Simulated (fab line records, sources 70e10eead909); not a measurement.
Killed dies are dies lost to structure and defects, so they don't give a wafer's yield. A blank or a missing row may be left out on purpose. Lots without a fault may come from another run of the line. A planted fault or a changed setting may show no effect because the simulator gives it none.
Problem report in the 8D (eight disciplines) form, filled by code | flow nand_harc | the parts of the form that need people (team, actions taken, sign-off) are left out

1. THE PROBLEM
killed_at_periphery at NHARC_END_SORT_01 reads a mean of 632.5 on 2 wafers of 2 lots; wafers without a fault read 3.9 with a standard deviation of 2.8. That is +99 or more standard deviations from the usual mean.
First seen on wafer L983.3, day 32 19:02, on prober-01. The record holds 36 wafers of 12 lots with a number at this step. Rule for "out", or "out of limits": more than 4 standard deviations from the usual mean. The other wafers with a number count as sound.

2. WHAT IT IS AND WHAT IT IS NOT
question                    | is                                                                                                                      | is not
which readings at this step | killed_at_periphery, defect_limited_yield, killed_dies, sort_bin_2_pct, sort_n_pass, sort_rim_yield_pct, sort_yield_pct | killed_at_array, killed_at_other, killed_short, sort_bin_3_pct, sort_bin_4_pct
which lots                  | L983, L984                                                                                                              | L963, L964, L966, L968, L969, L970, L972, L973, L974, L982
which wafers of those lots  | L983.3, L984.5                                                                                                          | L983.2, L983.5, L984.3, L984.6
read on which gauges        | prober-01                                                                                                               | prober-02
when                        | from day 32 19:02                                                                                                       | up to then (28 sound wafers); but 6 sound wafers of L982, L983, L984 came after

3. SUSPECTS, AND WHAT RULES EACH OUT
Counting: a tool at a process step up to the reading stays a suspect if it ran every lot that is out. Sound lots after the first of them don't rule it out here, since some wafers of a struck lot are sound.
- the gauge at NHARC_END_SORT_01: kept. All the wafers that are out were read on prober-01, and no step on other tools shows them out.
- pecvd-04 at NHARC_P_M1_DEP_00 (deposits SiOC, target thk 182.5 nm): kept. It ran every lot that is out, first L984 (day 15 00:10); its last sound lot up to then is L982 (day 14 11:39).
- cmp-01 at NHARC_THIN_TSV_CMP_21 (polishes, t overpolish 30 s, target thk 2000 nm): kept. It ran every lot that is out, first L983 (day 32 06:56); its last sound lot up to then is L970 (day 27 04:10).
Left after counting: pecvd-04 at NHARC_P_M1_DEP_00, cmp-01 at NHARC_THIN_TSV_CMP_21, prober-01 at NHARC_END_SORT_01.

4. THE CAUSE (what the simulator had put in)
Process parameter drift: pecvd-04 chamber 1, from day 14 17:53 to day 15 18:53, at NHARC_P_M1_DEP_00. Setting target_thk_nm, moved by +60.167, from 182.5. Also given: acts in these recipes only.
Counting left 3 suspects, and this tool is among them.

5. THE CHAIN OF EFFECTS, in route order
Each row: a reading whose mean over the struck wafers that have a number lies more than 3 standard deviations from the usual. Only readings for which the record gives a usual standard deviation are gone through. hours: the time from each lot's start at the first step in this table that gives one to its start at this step, as a median over the lots. sigmas: the change in usual standard deviations.
hours | step              | reading              | usual  | on struck wafers | change | sigmas
0     | NHARC_END_SORT_01 | defect_limited_yield | 91.3 % | 0.0              | -91.3  | -48
0     | NHARC_END_SORT_01 | killed_at_periphery  | 3.9    | 632.5            | +628.6 | +99 or more
0     | NHARC_END_SORT_01 | killed_dies          | 59     | 677              | +618   | +48
0     | NHARC_END_SORT_01 | sort_bin_2_pct       | 3.1 %  | 95.0             | +92.0  | +99 or more
0     | NHARC_END_SORT_01 | sort_n_pass          | 618    | 0                | -618   | -48
0     | NHARC_END_SORT_01 | sort_rim_yield_pct   | 88 %   | 0                | -88    | -25
0     | NHARC_END_SORT_01 | sort_yield_pct       | 91.3 % | 0.0              | -91.3  | -48

6. WHAT WOULD HAVE CAUGHT IT SOONER
In this record the first reading out of limits at a measuring or inspecting step was taken at day 32 19:02, 433 hours after the fault began at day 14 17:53.
All the lots that are out (2) had begun NHARC_P_M1_DEP_00 on pecvd-04 by day 32 19:02. A hold on the tool at that time would have spared none of them.
